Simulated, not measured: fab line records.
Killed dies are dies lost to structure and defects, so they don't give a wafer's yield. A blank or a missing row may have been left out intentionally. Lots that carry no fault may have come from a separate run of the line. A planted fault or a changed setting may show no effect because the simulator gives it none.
fab line records / flow nand-harc
record: lots: 14 wafers: 42 last-day: 25
route steps=1159 shown A_CONTACT@842 A_BLC@988 A_M0@1025 THIN_TSV@1107 END@1159
lots that met no fault: taken from a fault-free run of the same line
start-h: hours from the record's opening day to when the first of the lot's shown wafers began / wait-h: time in hours since the lot's previous step / " identical to the entry in the row above / L1.1+2: several wafers, shown together as one row / - no value, or no start was given / * or withheld: withheld / < > ~ a bound
route shown NAME@n: a module of which the file shows steps, and the number in the route of the first / usual: mean/standard deviation of fault-free wafers / same: alike in all rows / chamber/n: place in a boat / sites: per-site readings / _std_site: the standard deviation of these / _edge_site: inner sites' mean taken away from outer sites' mean / radius-mm: for every site, how far away it sits from the centre of the wafer / mask NAME#n: copy n / behind: the tool/chamber that last shaped the wafer / hold: reason for holding the lot/hours on hold/outcome of the hold / device: the n, p or np transistor that did not switch / end of line: the same wafers' tests at the end of the route / step lacking rows: just its recipe / killed: at the first sort, the dies lost to defects and structure; wafer yield is something else / map: a wafer's dies, marking killed ones x, the rest . and places with no die _
set.NAME: the setting that was run; set.NAME@STEP: the one run at that earlier step / model.NAME: the simulator's own value behind a step, which no gauge read
a sample of lots followed through the steps of the route, with each step as a table and each wafer as a row
services: a tool's chamber out of use, with start hour (start-h, from the record's first day; less than 0 if before it), hours out, and reason
== steps ==
step: NHARC_A_CONTACT_DEP_28
recipe: target-thk-a: 36000 temp-c: 400 material: aC
usual: throttle-valve-pct: 35.000/0.0084
lot.wafer=L459.2 tool=acl-dep-01 chamber=0 start-h=362.87 wait-h=2.2 throttle-valve-pct=35.010
lot.wafer=L459.3 tool=acl-dep-01 chamber=0 start-h=362.87 wait-h=2.2 throttle-valve-pct=35.016
lot.wafer=L459.6 tool=acl-dep-01 chamber=0 start-h=364.33 wait-h=3.6 throttle-valve-pct=34.993
lot.wafer=L458.1 tool=acl-dep-02 chamber=0 start-h=363.55 wait-h=2.8 throttle-valve-pct=35.003
lot.wafer=L458.3 tool=acl-dep-02 chamber=0 start-h=363.55 wait-h=2.8 throttle-valve-pct=34.996
lot.wafer=L458.6 tool=acl-dep-02 chamber=0 start-h=365.41 wait-h=4.7 throttle-valve-pct=35.002
lot.wafer=L461.1 tool=acl-dep-02 chamber=0 start-h=368.58 wait-h=0.1 throttle-valve-pct=35.001
lot.wafer=L461.5 tool=acl-dep-02 chamber=0 start-h=370.10 wait-h=1.6 throttle-valve-pct=34.992
lot.wafer=L461.6 tool=acl-dep-02 chamber=0 start-h=370.10 wait-h=1.6 throttle-valve-pct=34.996
lot.wafer=L460.1 tool=acl-dep-01 chamber=0 start-h=369.00 wait-h=0.1 throttle-valve-pct=35.013
lot.wafer=L460.4 tool=acl-dep-01 chamber=0 start-h=370.10 wait-h=1.2 throttle-valve-pct=35.002
lot.wafer=L460.5 tool=acl-dep-01 chamber=0 start-h=370.10 wait-h=1.2 throttle-valve-pct=34.984
lot.wafer=L465.1 tool=acl-dep-02 chamber=0 start-h=409.79 wait-h=0.1 throttle-valve-pct=34.994
lot.wafer=L465.3 tool=acl-dep-02 chamber=0 start-h=409.79 wait-h=0.1 throttle-valve-pct=34.984
lot.wafer=L465.4 tool=acl-dep-02 chamber=0 start-h=409.79 wait-h=0.1 throttle-valve-pct=35.008
lot.wafer=L469.3 tool=acl-dep-02 chamber=0 start-h=425.12 wait-h=0.8 throttle-valve-pct=35.001
lot.wafer=L469.4 tool=acl-dep-02 chamber=0 start-h=425.12 wait-h=0.8 throttle-valve-pct=35.002
lot.wafer=L469.5 tool=acl-dep-02 chamber=0 start-h=425.12 wait-h=0.8 throttle-valve-pct=35.003
lot.wafer=L466.1 tool=acl-dep-02 chamber=0 start-h=431.22 wait-h=0.1 throttle-valve-pct=35.002
lot.wafer=L466.2 tool=acl-dep-02 chamber=0 start-h=431.22 wait-h=0.1 throttle-valve-pct=34.994
lot.wafer=L466.4 tool=acl-dep-02 chamber=0 start-h=431.22 wait-h=0.1 throttle-valve-pct=35.001
lot.wafer=L468.3 tool=acl-dep-03 chamber=0 start-h=431.24 wait-h=0.8 throttle-valve-pct=34.992
lot.wafer=L468.5 tool=acl-dep-03 chamber=0 start-h=431.24 wait-h=0.8 throttle-valve-pct=34.989
lot.wafer=L468.6 tool=acl-dep-03 chamber=0 start-h=431.24 wait-h=0.8 throttle-valve-pct=35.001
lot.wafer=L470.1 tool=acl-dep-03 chamber=0 start-h=448.92 wait-h=1.2 throttle-valve-pct=34.988
lot.wafer=L470.4 tool=acl-dep-03 chamber=0 start-h=450.01 wait-h=2.3 throttle-valve-pct=34.991
lot.wafer=L470.6 tool=acl-dep-03 chamber=0 start-h=450.01 wait-h=2.3 throttle-valve-pct=35.007
lot.wafer=L476.1 tool=acl-dep-03 chamber=0 start-h=462.07 wait-h=0.1 throttle-valve-pct=35.018
lot.wafer=L476.5 tool=acl-dep-03 chamber=0 start-h=463.55 wait-h=1.5 throttle-valve-pct=34.997
lot.wafer=L476.6 tool=acl-dep-03 chamber=0 start-h=463.55 wait-h=1.5 throttle-valve-pct=35.001
lot.wafer=L478.3 tool=acl-dep-01 chamber=0 start-h=475.35 wait-h=0.8 throttle-valve-pct=35.016
lot.wafer=L478.4 tool=acl-dep-01 chamber=0 start-h=475.35 wait-h=0.8 throttle-valve-pct=35.001
lot.wafer=L478.6 tool=acl-dep-01 chamber=0 start-h=475.35 wait-h=0.8 throttle-valve-pct=34.978
lot.wafer=L480.2 tool=acl-dep-01 chamber=0 start-h=494.26 wait-h=0.4 throttle-valve-pct=34.999
lot.wafer=L480.4 tool=acl-dep-01 chamber=0 start-h=494.26 wait-h=0.4 throttle-valve-pct=35.002
lot.wafer=L480.5 tool=acl-dep-01 chamber=0 start-h=494.26 wait-h=0.4 throttle-valve-pct=34.994
lot.wafer=L479.1 tool=acl-dep-02 chamber=0 start-h=496.06 wait-h=0.1 throttle-valve-pct=35.014
lot.wafer=L479.2 tool=acl-dep-02 chamber=0 start-h=496.06 wait-h=0.1 throttle-valve-pct=34.995
lot.wafer=L479.6 tool=acl-dep-02 chamber=0 start-h=497.87 wait-h=1.9 throttle-valve-pct=35.002
lot.wafer=L481.1 tool=acl-dep-03 chamber=0 start-h=506.89 wait-h=0.1 throttle-valve-pct=35.017
lot.wafer=L481.3 tool=acl-dep-03 chamber=0 start-h=506.89 wait-h=0.1 throttle-valve-pct=35.005
lot.wafer=L481.6 tool=acl-dep-03 chamber=0 start-h=508.71 wait-h=1.9 throttle-valve-pct=34.994
step: NHARC_A_BLC_ALD_23
recipe: target-thk-a: 30 pulse-time-s: 1 ald-cycles: 150 temp-c: 450 material: TiN
usual: heater-power-w: 1043/81 precursor-pulse-height-rel: 1.002/0.019
lot.wafer=L459.2 tool=ald-metal-03 chamber=2 start-h=395.75 wait-h=- heater-power-w=975 precursor-pulse-height-rel=1.001 since-wet-clean-h=64
lot.wafer=L459.3 tool=ald-metal-03 chamber=1 start-h=395.75 wait-h=- heater-power-w=1064 precursor-pulse-height-rel=1.021 since-wet-clean-h=64
lot.wafer=L459.6 tool=ald-metal-03 chamber=2 start-h=395.75 wait-h=- heater-power-w=976 precursor-pulse-height-rel=1.048 since-wet-clean-h=-
lot.wafer=L458.1 tool=ald-metal-02 chamber=3 start-h=396.75 wait-h=- heater-power-w=1008 precursor-pulse-height-rel=1.000 since-wet-clean-h=23
lot.wafer=L458.3 tool=ald-metal-02 chamber=1 start-h=396.75 wait-h=- heater-power-w=1140 precursor-pulse-height-rel=0.998 since-wet-clean-h=23
lot.wafer=L458.6 tool=ald-metal-02 chamber=0 start-h=396.75 wait-h=- heater-power-w=1055 precursor-pulse-height-rel=1.008 since-wet-clean-h=-
lot.wafer=L460.1 tool=ald-metal-04 chamber=3 start-h=397.33 wait-h=- heater-power-w=1041 precursor-pulse-height-rel=1.008 since-wet-clean-h=159
lot.wafer=L460.4 tool=ald-metal-04 chamber=0 start-h=397.33 wait-h=- heater-power-w=1232 precursor-pulse-height-rel=0.994 since-wet-clean-h=159
lot.wafer=L460.5 tool=ald-metal-04 chamber=2 start-h=397.33 wait-h=- heater-power-w=1020 precursor-pulse-height-rel=1.010 since-wet-clean-h=-
lot.wafer=L461.1 tool=ald-metal-03 chamber=2 start-h=398.65 wait-h=- heater-power-w=977 precursor-pulse-height-rel=1.018 since-wet-clean-h=67
lot.wafer=L461.6 tool=ald-metal-03 chamber=2 start-h=398.65 wait-h=- heater-power-w=966 precursor-pulse-height-rel=1.032 since-wet-clean-h=-
lot.wafer=L461.5 tool=ald-metal-03 chamber=3 start-h=398.65 wait-h=- heater-power-w=950 precursor-pulse-height-rel=1.005 since-wet-clean-h=-
lot.wafer=L465.1 tool=ald-metal-03 chamber=0 start-h=439.26 wait-h=- heater-power-w=1016 precursor-pulse-height-rel=0.997 since-wet-clean-h=107
lot.wafer=L465.4 tool=ald-metal-03 chamber=1 start-h=439.26 wait-h=- heater-power-w=1048 precursor-pulse-height-rel=1.021 since-wet-clean-h=107
lot.wafer=L465.3 tool=ald-metal-03 chamber=3 start-h=439.26 wait-h=- heater-power-w=988 precursor-pulse-height-rel=1.009 since-wet-clean-h=107
lot.wafer=L469.4 tool=ald-metal-04 chamber=1 start-h=451.40 wait-h=- heater-power-w=971 precursor-pulse-height-rel=1.042 since-wet-clean-h=35
lot.wafer=L469.3 tool=ald-metal-04 chamber=3 start-h=451.40 wait-h=- heater-power-w=986 precursor-pulse-height-rel=0.993 since-wet-clean-h=35
lot.wafer=L468.3 tool=ald-metal-04 chamber=1 start-h=458.57 wait-h=- heater-power-w=971 precursor-pulse-height-rel=0.973 since-wet-clean-h=43
lot.wafer=L468.6 tool=ald-metal-04 chamber=3 start-h=458.57 wait-h=- heater-power-w=1010 precursor-pulse-height-rel=1.004 since-wet-clean-h=-
lot.wafer=L468.5 tool=ald-metal-04 chamber=0 start-h=458.57 wait-h=- heater-power-w=1173 precursor-pulse-height-rel=1.000 since-wet-clean-h=-
lot.wafer=L466.4 tool=ald-metal-03 chamber=2 start-h=459.17 wait-h=- heater-power-w=988 precursor-pulse-height-rel=1.000 since-wet-clean-h=127
lot.wafer=L470.4 tool=ald-metal-03 chamber=3 start-h=479.69 wait-h=- heater-power-w=998 precursor-pulse-height-rel=0.964 since-wet-clean-h=148
lot.wafer=L470.1 tool=ald-metal-03 chamber=1 start-h=479.69 wait-h=- heater-power-w=1105 precursor-pulse-height-rel=0.996 since-wet-clean-h=148
lot.wafer=L470.6 tool=ald-metal-03 chamber=0 start-h=479.69 wait-h=- heater-power-w=1030 precursor-pulse-height-rel=1.002 since-wet-clean-h=-
lot.wafer=L476.1 tool=ald-metal-04 chamber=2 start-h=498.94 wait-h=- heater-power-w=1044 precursor-pulse-height-rel=0.989 since-wet-clean-h=83
lot.wafer=L476.5 tool=ald-metal-04 chamber=1 start-h=498.94 wait-h=- heater-power-w=957 precursor-pulse-height-rel=1.004 since-wet-clean-h=-
lot.wafer=L476.6 tool=ald-metal-04 chamber=2 start-h=498.94 wait-h=- heater-power-w=1047 precursor-pulse-height-rel=1.010 since-wet-clean-h=-
lot.wafer=L478.3 tool=ald-metal-04 chamber=3 start-h=503.71 wait-h=- heater-power-w=1019 precursor-pulse-height-rel=0.998 since-wet-clean-h=88
lot.wafer=L478.4 tool=ald-metal-04 chamber=0 start-h=503.71 wait-h=- heater-power-w=1238 precursor-pulse-height-rel=0.991 since-wet-clean-h=88
lot.wafer=L478.6 tool=ald-metal-04 chamber=3 start-h=503.71 wait-h=- heater-power-w=1026 precursor-pulse-height-rel=0.997 since-wet-clean-h=-
lot.wafer=L480.4 tool=ald-metal-04 chamber=0 start-h=522.74 wait-h=- heater-power-w=1217 precursor-pulse-height-rel=1.026 since-wet-clean-h=107
lot.wafer=L480.2 tool=ald-metal-04 chamber=2 start-h=522.74 wait-h=- heater-power-w=1030 precursor-pulse-height-rel=1.012 since-wet-clean-h=107
lot.wafer=L480.5 tool=ald-metal-04 chamber=0 start-h=522.74 wait-h=- heater-power-w=1193 precursor-pulse-height-rel=1.005 since-wet-clean-h=-
lot.wafer=L479.2 tool=ald-metal-03 chamber=2 start-h=524.03 wait-h=- heater-power-w=942 precursor-pulse-height-rel=0.992 since-wet-clean-h=14
lot.wafer=L479.1 tool=ald-metal-03 chamber=3 start-h=524.03 wait-h=- heater-power-w=964 precursor-pulse-height-rel=0.975 since-wet-clean-h=14
lot.wafer=L479.6 tool=ald-metal-03 chamber=0 start-h=524.03 wait-h=- heater-power-w=995 precursor-pulse-height-rel=1.017 since-wet-clean-h=-
lot.wafer=L481.1 tool=ald-metal-04 chamber=2 start-h=539.60 wait-h=- heater-power-w=1053 precursor-pulse-height-rel=0.989 since-wet-clean-h=124
lot.wafer=L481.3 tool=ald-metal-04 chamber=3 start-h=539.60 wait-h=- heater-power-w=1026 precursor-pulse-height-rel=1.002 since-wet-clean-h=124
lot.wafer=L481.6 tool=ald-metal-04 chamber=0 start-h=539.60 wait-h=- heater-power-w=1229 precursor-pulse-height-rel=0.997 since-wet-clean-h=-
step: NHARC_A_M0_DEP_32
recipe: target-thk-a: 300 temp-c: 370 target-thk-nm: 30 pressure-torr: 3 flow-sccm: 200 rf-w: 450 material: SiCN
usual: heater-power-w: 561/120
lot.wafer=L459.3 tool=pecvd-04 chamber=2 start-h=406.42 wait-h=0.1 heater-power-w=509 since-wet-clean-h=17
lot.wafer=L459.2 tool=pecvd-04 chamber=1 start-h=406.42 wait-h=0.1 heater-power-w=674 since-wet-clean-h=18
lot.wafer=L459.6 tool=pecvd-04 chamber=1 start-h=406.42 wait-h=0.1 heater-power-w=716 since-wet-clean-h=-
lot.wafer=L458.1 tool=pecvd-04 chamber=0 start-h=407.03 wait-h=0.1 heater-power-w=412 since-wet-clean-h=18
lot.wafer=L458.3 tool=pecvd-04 chamber=2 start-h=407.03 wait-h=0.1 heater-power-w=529 since-wet-clean-h=18
lot.wafer=L458.6 tool=pecvd-04 chamber=1 start-h=407.03 wait-h=0.1 heater-power-w=724 since-wet-clean-h=-
lot.wafer=L460.1 tool=pecvd-02 chamber=2 start-h=407.40 wait-h=0.1 heater-power-w=434 since-wet-clean-h=60
lot.wafer=L460.5 tool=pecvd-02 chamber=0 start-h=407.40 wait-h=0.1 heater-power-w=643 since-wet-clean-h=-
lot.wafer=L460.4 tool=pecvd-02 chamber=1 start-h=407.40 wait-h=0.1 heater-power-w=649 since-wet-clean-h=-
lot.wafer=L461.1 tool=pecvd-01 chamber=1 start-h=407.47 wait-h=0.1 heater-power-w=451 since-wet-clean-h=157
lot.wafer=L461.5 tool=pecvd-01 chamber=1 start-h=407.47 wait-h=0.1 heater-power-w=449 since-wet-clean-h=-
lot.wafer=L461.6 tool=pecvd-01 chamber=0 start-h=407.47 wait-h=0.1 heater-power-w=596 since-wet-clean-h=-
lot.wafer=L465.3 tool=pecvd-04 chamber=2 start-h=444.22 wait-h=0.1 heater-power-w=534 since-wet-clean-h=55
lot.wafer=L465.1 tool=pecvd-04 chamber=0 start-h=444.22 wait-h=0.1 heater-power-w=386 since-wet-clean-h=55
lot.wafer=L465.4 tool=pecvd-04 chamber=0 start-h=444.22 wait-h=0.1 heater-power-w=389 since-wet-clean-h=-
lot.wafer=L469.3 tool=pecvd-04 chamber=0 start-h=456.20 wait-h=0.1 heater-power-w=453 since-wet-clean-h=67
lot.wafer=L469.4 tool=pecvd-04 chamber=0 start-h=456.20 wait-h=0.1 heater-power-w=447 since-wet-clean-h=-
lot.wafer=L468.3 tool=pecvd-02 chamber=1 start-h=467.76 wait-h=0.1 heater-power-w=608 since-wet-clean-h=121
lot.wafer=L468.5 tool=pecvd-02 chamber=0 start-h=467.76 wait-h=0.1 heater-power-w=656 since-wet-clean-h=-
lot.wafer=L468.6 tool=pecvd-02 chamber=1 start-h=467.76 wait-h=0.1 heater-power-w=612 since-wet-clean-h=-
lot.wafer=L466.4 tool=pecvd-04 chamber=1 start-h=468.26 wait-h=0.2 heater-power-w=745 since-wet-clean-h=-
lot.wafer=L470.1 tool=pecvd-02 chamber=1 start-h=497.39 wait-h=0.1 heater-power-w=626 since-wet-clean-h=150
lot.wafer=L470.4 tool=pecvd-02 chamber=2 start-h=497.39 wait-h=0.1 heater-power-w=436 since-wet-clean-h=-
lot.wafer=L470.6 tool=pecvd-02 chamber=1 start-h=497.39 wait-h=0.1 heater-power-w=634 since-wet-clean-h=-
lot.wafer=L476.1 tool=pecvd-01 chamber=2 start-h=511.98 wait-h=0.1 heater-power-w=676 since-wet-clean-h=81
lot.wafer=L476.5 tool=pecvd-01 chamber=0 start-h=511.98 wait-h=0.1 heater-power-w=640 since-wet-clean-h=-
lot.wafer=L476.6 tool=pecvd-01 chamber=1 start-h=511.98 wait-h=0.1 heater-power-w=454 since-wet-clean-h=-
lot.wafer=L478.3 tool=pecvd-02 chamber=1 start-h=512.44 wait-h=0.1 heater-power-w=530 since-wet-clean-h=165
lot.wafer=L478.6 tool=pecvd-02 chamber=2 start-h=512.44 wait-h=0.1 heater-power-w=492 since-wet-clean-h=-
lot.wafer=L478.4 tool=pecvd-02 chamber=0 start-h=512.44 wait-h=0.1 heater-power-w=646 since-wet-clean-h=-
lot.wafer=L480.2 tool=pecvd-04 chamber=0 start-h=527.83 wait-h=0.1 heater-power-w=473 since-wet-clean-h=139
lot.wafer=L480.5 tool=pecvd-04 chamber=2 start-h=527.83 wait-h=0.1 heater-power-w=489 since-wet-clean-h=-
lot.wafer=L480.4 tool=pecvd-04 chamber=0 start-h=527.83 wait-h=0.1 heater-power-w=470 since-wet-clean-h=-
lot.wafer=L479.2 tool=pecvd-01 chamber=1 start-h=534.09 wait-h=0.1 heater-power-w=464 since-wet-clean-h=103
lot.wafer=L479.1 tool=pecvd-01 chamber=2 start-h=534.09 wait-h=0.1 heater-power-w=661 since-wet-clean-h=103
lot.wafer=L479.6 tool=pecvd-01 chamber=0 start-h=534.09 wait-h=0.1 heater-power-w=629 since-wet-clean-h=-
lot.wafer=L481.3 tool=pecvd-04 chamber=2 start-h=544.50 wait-h=0.1 heater-power-w=501 since-wet-clean-h=156
lot.wafer=L481.1 tool=pecvd-04 chamber=1 start-h=544.50 wait-h=0.1 heater-power-w=705 since-wet-clean-h=156
lot.wafer=L481.6 tool=pecvd-04 chamber=2 start-h=544.50 wait-h=0.1 heater-power-w=489 since-wet-clean-h=-
step: NHARC_THIN_TSV_DEP_43
recipe: target-thk-a: 13285 temp-c: withheld pressure-torr: 6.5 rf-w: 900 teos-flow-sccm: 161.4 flow-sccm: 2650 target-thk-nm: 1328.5 gas: O2 material: SiO2
usual: throttle-valve-pct: 16.2/0.49
lot.wafer=L459.3 tool=pecvd-03 chamber=2 start-h=493.40 wait-h=- since-wet-clean-h=7 throttle-valve-pct=15.6
lot.wafer=L459.2 tool=pecvd-03 chamber=0 start-h=493.40 wait-h=- since-wet-clean-h=7 throttle-valve-pct=16.7
lot.wafer=L459.6 tool=pecvd-03 chamber=0 start-h=493.40 wait-h=- since-wet-clean-h=- throttle-valve-pct=16.5
lot.wafer=L458.3 tool=pecvd-03 chamber=1 start-h=494.60 wait-h=- since-wet-clean-h=8 throttle-valve-pct=16.5
lot.wafer=L458.1 tool=pecvd-03 chamber=2 start-h=494.60 wait-h=- since-wet-clean-h=9 throttle-valve-pct=15.6
lot.wafer=L458.6 tool=pecvd-03 chamber=1 start-h=494.60 wait-h=- since-wet-clean-h=- throttle-valve-pct=16.6
lot.wafer=L460.1 tool=pecvd-02 chamber=0 start-h=495.84 wait-h=- since-wet-clean-h=149 throttle-valve-pct=16.4
lot.wafer=L460.5 tool=pecvd-02 chamber=0 start-h=495.84 wait-h=- since-wet-clean-h=- throttle-valve-pct=16.2
lot.wafer=L460.4 tool=pecvd-02 chamber=2 start-h=495.84 wait-h=- since-wet-clean-h=- throttle-valve-pct=15.9
lot.wafer=L461.1 tool=pecvd-01 chamber=2 start-h=497.03 wait-h=- since-wet-clean-h=66 throttle-valve-pct=16.3
lot.wafer=L461.6 tool=pecvd-01 chamber=2 start-h=497.03 wait-h=- since-wet-clean-h=- throttle-valve-pct=16.1
lot.wafer=L461.5 tool=pecvd-01 chamber=0 start-h=497.03 wait-h=- since-wet-clean-h=- throttle-valve-pct=15.9
lot.wafer=L465.1 tool=pecvd-03 chamber=2 start-h=500.56 wait-h=- since-wet-clean-h=14 throttle-valve-pct=15.3
lot.wafer=L465.3 tool=pecvd-03 chamber=1 start-h=500.56 wait-h=- since-wet-clean-h=15 throttle-valve-pct=16.7
lot.wafer=L465.4 tool=pecvd-03 chamber=0 start-h=500.56 wait-h=- since-wet-clean-h=- throttle-valve-pct=16.8
lot.wafer=L469.3 tool=pecvd-01 chamber=2 start-h=503.10 wait-h=- since-wet-clean-h=- throttle-valve-pct=16.1
lot.wafer=L469.4 tool=pecvd-01 chamber=0 start-h=503.10 wait-h=- since-wet-clean-h=- throttle-valve-pct=15.8
lot.wafer=L468.3 tool=pecvd-03 chamber=0 start-h=504.27 wait-h=- since-wet-clean-h=18 throttle-valve-pct=16.3
lot.wafer=L468.5 tool=pecvd-03 chamber=1 start-h=504.27 wait-h=- since-wet-clean-h=- throttle-valve-pct=16.5
lot.wafer=L468.6 tool=pecvd-03 chamber=0 start-h=504.27 wait-h=- since-wet-clean-h=- throttle-valve-pct=16.8
lot.wafer=L466.4 tool=pecvd-02 chamber=1 start-h=505.63 wait-h=- since-wet-clean-h=- throttle-valve-pct=16.8
lot.wafer=L470.1 tool=pecvd-03 chamber=2 start-h=522.74 wait-h=- since-wet-clean-h=37 throttle-valve-pct=15.3
lot.wafer=L470.4 tool=pecvd-03 chamber=2 start-h=522.74 wait-h=- since-wet-clean-h=- throttle-valve-pct=15.8
lot.wafer=L470.6 tool=pecvd-03 chamber=1 start-h=522.74 wait-h=- since-wet-clean-h=- throttle-valve-pct=16.5
lot.wafer=L476.1 tool=pecvd-03 chamber=1 start-h=534.61 wait-h=- since-wet-clean-h=48 throttle-valve-pct=16.8
lot.wafer=L476.5 tool=pecvd-03 chamber=0 start-h=534.61 wait-h=- since-wet-clean-h=- throttle-valve-pct=16.7
lot.wafer=L476.6 tool=pecvd-03 chamber=1 start-h=534.61 wait-h=- since-wet-clean-h=- throttle-valve-pct=16.6
lot.wafer=L478.3 tool=pecvd-03 chamber=2 start-h=535.79 wait-h=- since-wet-clean-h=50 throttle-valve-pct=15.7
lot.wafer=L478.4 tool=pecvd-03 chamber=0 start-h=535.79 wait-h=- since-wet-clean-h=- throttle-valve-pct=16.6
lot.wafer=L478.6 tool=pecvd-03 chamber=1 start-h=535.79 wait-h=- since-wet-clean-h=- throttle-valve-pct=16.6
lot.wafer=L480.2 tool=pecvd-01 chamber=0 start-h=549.49 wait-h=- since-wet-clean-h=118 throttle-valve-pct=16.1
lot.wafer=L480.4 tool=pecvd-01 chamber=2 start-h=549.49 wait-h=- since-wet-clean-h=- throttle-valve-pct=16.4
lot.wafer=L480.5 tool=pecvd-01 chamber=0 start-h=549.49 wait-h=- since-wet-clean-h=- throttle-valve-pct=16.0
lot.wafer=L479.1 tool=pecvd-03 chamber=2 start-h=558.06 wait-h=- since-wet-clean-h=72 throttle-valve-pct=15.8
lot.wafer=L479.2 tool=pecvd-03 chamber=0 start-h=558.06 wait-h=- since-wet-clean-h=72 throttle-valve-pct=17.0
lot.wafer=L479.6 tool=pecvd-03 chamber=0 start-h=558.06 wait-h=- since-wet-clean-h=- throttle-valve-pct=17.0
lot.wafer=L481.3 tool=pecvd-03 chamber=1 start-h=565.40 wait-h=- since-wet-clean-h=79 throttle-valve-pct=16.7
lot.wafer=L481.1 tool=pecvd-03 chamber=2 start-h=565.40 wait-h=- since-wet-clean-h=79 throttle-valve-pct=15.5
lot.wafer=L481.6 tool=pecvd-03 chamber=2 start-h=565.40 wait-h=- since-wet-clean-h=- throttle-valve-pct=15.5
step: NHARC_END_SORT_01
recipe: temp-c: 25
usual: killed-at-array: 26/11 killed-at-other: 0.4/0.78 killed-at-periphery: 3.4/2.4 killed-dies: 29/11 killed-open: 3.1/1.9 killed-short: 1.9/1.4
same: gross-dies: 677
lot.wafer=L469.3 tool=prober-01 chamber=0 start-h=538.20 wait-h=3.1 killed-at-array=37 killed-at-other=0 killed-at-periphery=0 killed-dies=37 killed-open=4 killed-short=2
lot.wafer=L469.4 tool=prober-01 chamber=0 start-h=539.00 wait-h=3.4 killed-at-array=16 killed-at-other=1 killed-at-periphery=7 killed-dies=24 killed-open=3 killed-short=1
lot.wafer=L469.5 tool=prober-01 chamber=0 start-h=539.81 wait-h=3.7 killed-at-array=676 killed-at-other=0 killed-at-periphery=1 killed-dies=677 killed-open=3 killed-short=3
lot.wafer=L466.1 tool=prober-02 chamber=0 start-h=552.42 wait-h=2.5 killed-at-array=676 killed-at-other=0 killed-at-periphery=1 killed-dies=677 killed-open=6 killed-short=0
lot.wafer=L466.2 tool=prober-02 chamber=0 start-h=553.21 wait-h=2.8 killed-at-array=675 killed-at-other=0 killed-at-periphery=2 killed-dies=677 killed-open=2 killed-short=1
lot.wafer=L466.4 tool=prober-02 chamber=0 start-h=554.79 wait-h=3.4 killed-at-array=45 killed-at-other=1 killed-at-periphery=11 killed-dies=57 killed-open=3 killed-short=2
killed by level:class
L469.3 A_SLIT:chamber-film-flake=19 A_CONTACT:chamber-film-flake=8 A_CHANNEL_HOLE_D1:chamber-film-flake=3 A_CONTACT:geometric-particle:open=2 A_SOURCE_PLATE:geometric-particle:open=1 A_CHANNEL_FILL_D1:geometric-particle:open=1 A_SGD_CUT:geometric-particle:short=1 A_M1:geometric-particle:short=1
L469.4 A_CHANNEL_HOLE_D1:chamber-film-flake=4 A_SLIT:chamber-film-flake=4 A_CONTACT:chamber-film-flake=4 P_GATE:chamber-film-flake=3 A_CHANNEL_HOLE_D1:geometric-particle:open=2 P_STI:chamber-film-flake=2 P_M0:geometric-particle:short=1 A_M0:geometric-particle:open=1
L469.5 A_CONTACT:area-dep=645 A_SLIT:chamber-film-flake=10 A_CONTACT:chamber-film-flake=10 A_CHANNEL_HOLE_D1:chamber-film-flake=4 A_CONTACT:geometric-particle:open=2 A_CHANNEL_HOLE_D1:geometric-particle:short=1 A_WL_FILL:geometric-particle:open=1 A_WL_FILL:geometric-particle:short=1
L466.1 A_CONTACT:area-dep=633 A_CHANNEL_HOLE_D1:chamber-film-flake=22 A_SLIT:chamber-film-flake=9 A_STAIRCASE:chamber-film-flake=5 A_CONTACT:geometric-particle:open=3 A_CONTACT:chamber-film-flake=2 P_CONTACT:geometric-particle:open=1 A_CHANNEL_FILL_D1:geometric-particle:open=1
L466.2 A_CONTACT:area-dep=649 A_CHANNEL_HOLE_D1:chamber-film-flake=14 A_SLIT:chamber-film-flake=4 A_CONTACT:chamber-film-flake=3 A_STAIRCASE:chamber-film-flake=2 P_CONTACT:geometric-particle:open=1 A_CHANNEL_FILL_D1:geometric-particle:short=1 A_SGD_CUT:geometric-particle:open=1
L466.4 A_CHANNEL_HOLE_D1:chamber-film-flake=20 A_SLIT:chamber-film-flake=15 P_ZERO_WELL:chamber-film-flake=6 A_STAIRCASE:chamber-film-flake=4 A_CONTACT:chamber-film-flake=3 P_GATE:chamber-film-flake=2 P_GATE:geometric-particle:short=1 P_CONTACT:geometric-particle:open=1
== services ==
tool=acl-dep-02 chamber=- start-h=350.55 hours=13.0 kind=pm
tool=ald-metal-03 chamber=2 start-h=351.28 hours=1.8 kind=repair
tool=ald-metal-02 chamber=- start-h=364.00 hours=10.0 kind=pm
tool=pecvd-04 chamber=- start-h=376.00 hours=13.0 kind=pm
tool=pecvd-01 chamber=2 start-h=404.77 hours=5.3 kind=repair
tool=ald-metal-04 chamber=1 start-h=405.30 hours=14.2 kind=repair
tool=acl-dep-03 chamber=- start-h=405.69 hours=13.0 kind=pm
tool=ald-metal-04 chamber=- start-h=406.00 hours=10.0 kind=pm
tool=pecvd-01 chamber=- start-h=418.35 hours=13.0 kind=pm
tool=pecvd-01 chamber=- start-h=442.65 hours=0.6 kind=repair
tool=pecvd-01 chamber=2 start-h=470.39 hours=4.3 kind=repair
tool=pecvd-03 chamber=- start-h=473.18 hours=13.0 kind=pm
tool=acl-dep-01 chamber=- start-h=476.84 hours=13.0 kind=pm
tool=ald-metal-03 chamber=- start-h=500.00 hours=10.0 kind=pm
tool=pecvd-01 chamber=1 start-h=501.68 hours=5.0 kind=repair
tool=pecvd-03 chamber=- start-h=510.36 hours=1.3 kind=repair
tool=pecvd-02 chamber=- start-h=515.28 hours=13.0 kind=pm
tool=ald-metal-04 chamber=- start-h=519.11 hours=1.4 kind=repair
tool=ald-metal-03 chamber=1 start-h=519.34 hours=8.1 kind=repair
tool=pecvd-01 chamber=0 start-h=522.17 hours=5.7 kind=repair
tool=pecvd-03 chamber=0 start-h=523.88 hours=7.3 kind=repair
tool=acl-dep-02 chamber=- start-h=532.14 hours=13.0 kind=pm
tool=pecvd-04 chamber=- start-h=555.19 hours=0.5 kind=repair
tool=pecvd-04 chamber=- start-h=557.00 hours=13.0 kind=pm
== key ==
first-sign: step: NHARC_END_SORT_01 reading: killed-at-array direction: up sigmas: 62 usual: 26 struck: 676
effect: step: NHARC_END_SORT_01 reading: killed-dies direction: up sigmas: 60 usual: 29 struck: 677
more-kills-born-at: NHARC_A_CONTACT_DEP_28@acl-dep-02: 1927
met-at NHARC_A_CONTACT_DEP_28
struck-lots L466,L469
struck-wafers L466.1,L466.2,L469.5
later-rows-left-out L466.1,L466.2,L469.5
tester-left-out L466,L469
not-acting-at NHARC_A_BLC_ALD_23,NHARC_A_M0_DEP_32,NHARC_THIN_TSV_DEP_43
onset-between 409.79 425.12
fault: kind: process-parameter-drift tool: acl-dep-02 chamber: - onset-h: 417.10 steps: NHARC_A_CONTACT_DEP_28 channel: target-thk-a offset: * shape: step end-h: 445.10 scope: struck-wafers-only acts-in: * stated: *
tester-left-out: of these lots the tester's yield and bins aren't shown, on N5 and GAA mostly nor the transistor test; their killed dies are dies lost to structure and defects alone, not to doping, threshold or leakage, so they don't give the yield
later-rows-left-out: the simulator's readings of these wafers behind a module that went badly wrong aren't trusted and aren't shown, but for the sort
